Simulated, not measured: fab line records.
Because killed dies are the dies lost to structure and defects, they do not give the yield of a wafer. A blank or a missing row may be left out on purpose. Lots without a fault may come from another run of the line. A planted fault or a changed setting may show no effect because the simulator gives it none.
Struck lot and sound lot, side by side || flow n5 finfet || 37 steps out of a route of 1938
Sound: these wafers, L328.2, L328.5, L328.6. Struck: wafer L322.1 (left out: L322.2, L322.3 of the same lot, which were not struck); the cause appears at the end.
Each step with rows lists, per side, the tool, then ch with its chambers, then its first start. Under that, the readings that differ: sound wafers || struck wafers || difference of the means || sigmas: that difference in standard deviations of wafers without a fault.
alike: words and numbers the same on both sides, and readings whose means are apart by under 2 such deviations; not compared: readings that were withheld, readings missing a value for some wafer, numbers with overlapping values and no deviation given by the record, and bounds like >300 which may hide the same value.
A row with sigmas, a row that says differs or no value, or rows on one side alone: a step with any of these is where the two part. Numbers that don't overlap but have no deviation are shown without sigmas and don't part them. Lack of a reading on every wafer of one side parts them only where that side has two or more wafers.

first, 8 steps without rows for these wafers: N5_BEOL_M7_SPUTTER_48 (material Cu, target thk 10 nm, time 1.667 s); N5_BEOL_M7_ECD_50 (material Cu, target thk 300 nm); N5_BEOL_M7_ANNEAL_51 (time 90 s); N5_BEOL_M7_CMP_52 (polishes, stops on SiCOH lowk, t overpolish 6.9 s, target thk 80 nm); N5_BEOL_M7_PRE_CLEAN_55 (time 15 s); N5_BEOL_M7_DEP_56 (deposits SiCN from 3MS/NH3, target thk 10 nm, time 17.5 s); N5_BEOL_M8_ILD_DEP_00 (deposits SiCOH lowk from DEMS/porogen, target thk 179.75 nm, time 33.4 s); N5_BEOL_M8_CURE_74 (cures SiCOH lowk, time 240 s).
N5_BEOL_M8_PECVD_70: deposits SiO2 from TEOS/O2, target thk 20 nm, time 22.7 s.
  sound on pecvd-02 ch 0,2, day 14 23:33; struck on pecvd-03 ch 0, day 12 12:53
{"reading": "susceptor temp C (C)", "sound": "400.19 399.98 400.03", "struck": 384.00, "difference": -16.07, "sigmas": -73}
{"reading": "model.SiO2_of_BEOL_M8_PECVD_70.thk nm (nm)", "sound": "19.8 20.4 20", "struck": 22, "difference": "+2", "sigmas": ""}
  alike: heater power w, showerhead plenum p Torr, throttle valve pct
  not compared: since wet clean h
then, 25 steps without rows for these wafers: N5_BEOL_M8_HM_DEP_02 (deposits TiN, target thk 20 nm); N5_BEOL_M8_COAT_59 (time 60 s, resist thk 100 nm); N5_BEOL_M8_COAT_60 (time 60 s, resist thk 35 nm); N5_BEOL_M8_COAT_05 (resist thk 90 nm); N5_BEOL_M8_EBR_07; N5_BEOL_M8_SOFTBAKE_06 (time 60 s); N5_BEOL_M8_EXPOSE_08 (exposes mask M8); N5_BEOL_M8_PEB_09 (peb time 60 s); N5_BEOL_M8_DEVELOP_10 (develop time 30 s); N5_BEOL_M8_DESCUM_16 (chemistry O2, time 7.9 s); N5_BEOL_M8_ETCH_61 (etches SiARC in CF4, target depth 45.5 nm, time 75.8 s); N5_BEOL_M8_ETCH_62 (etches SOC in N2/H2, target depth 110 nm, overetch 22 nm, time 165 s); N5_BEOL_M8_STRIP_68 (strips in N2/H2); N5_BEOL_M8_STRIP_67 (strips in CF4); N5_BEOL_M8_HM_OPEN_17 (chemistry Cl2/BCl3, target TiN, target depth 20 nm, overetch 6 nm); N5_BEOL_M8_STRIP_19 (strips in O2); N5_BEOL_M8_COAT_63 (time 60 s, resist thk 60 nm); N5_BEOL_M8_COAT_64 (time 60 s, resist thk 12 nm); N5_BEOL_M8_COAT_71 (time 60 s, resist thk 5 nm); N5_BEOL_M8_COAT_22 (resist thk 30 nm); N5_BEOL_M8_EBR_24; N5_BEOL_M8_SOFTBAKE_23 (time 60 s); N5_BEOL_M8_EXPOSE_25 (exposes mask V7, target cd 40 nm); N5_BEOL_M8_PEB_26 (peb time 60 s); N5_BEOL_M8_DEVELOP_27 (develop time 30 s).
N5_BEOL_M8_HM_STRIP_39: strips TiN in peroxide tin strip, target depth 25 nm, time 158 s.
  sound on wet bench-02 ch 5,6,7, day 15 02:08; struck on wet bench-04 ch 2, day 12 17:48
{"reading": "model.SiO2_of_BEOL_M8_PECVD_70.thk nm (nm)", "sound": "19.6 20.2 20", "struck": 22, "difference": "+2", "sigmas": ""}
  alike: bath heat duty pct, temp c
N5_BEOL_M8_CMP_52: polishes, stops on SiCOH lowk, t overpolish 6.9 s, target thk 80 nm.
  sound on cmp-02 ch 0,1,3, day 15 04:19; struck on cmp-03 ch 2, day 12 21:43
{"reading": "barrier field endpoint s (s)", "sound": "28.5 28.7 28.5", "struck": 31.9, "difference": "+3.3", "sigmas": "+5"}
  alike: motor current A, slurry flow ml min
N5_PASSIVATION_PROBE_49:
  the record holds rows for the sound wafers here (prober-01, day 18 03:59) but none for the struck ones

== WHERE THEY PART ==
At N5_BEOL_M8_PECVD_70 first; at N5_PASSIVATION_PROBE_49 last (within this record only).

WHY: what the simulator had put in
pecvd-03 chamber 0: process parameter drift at N5_BEOL_M8_PECVD_70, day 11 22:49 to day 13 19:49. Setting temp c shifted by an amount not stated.
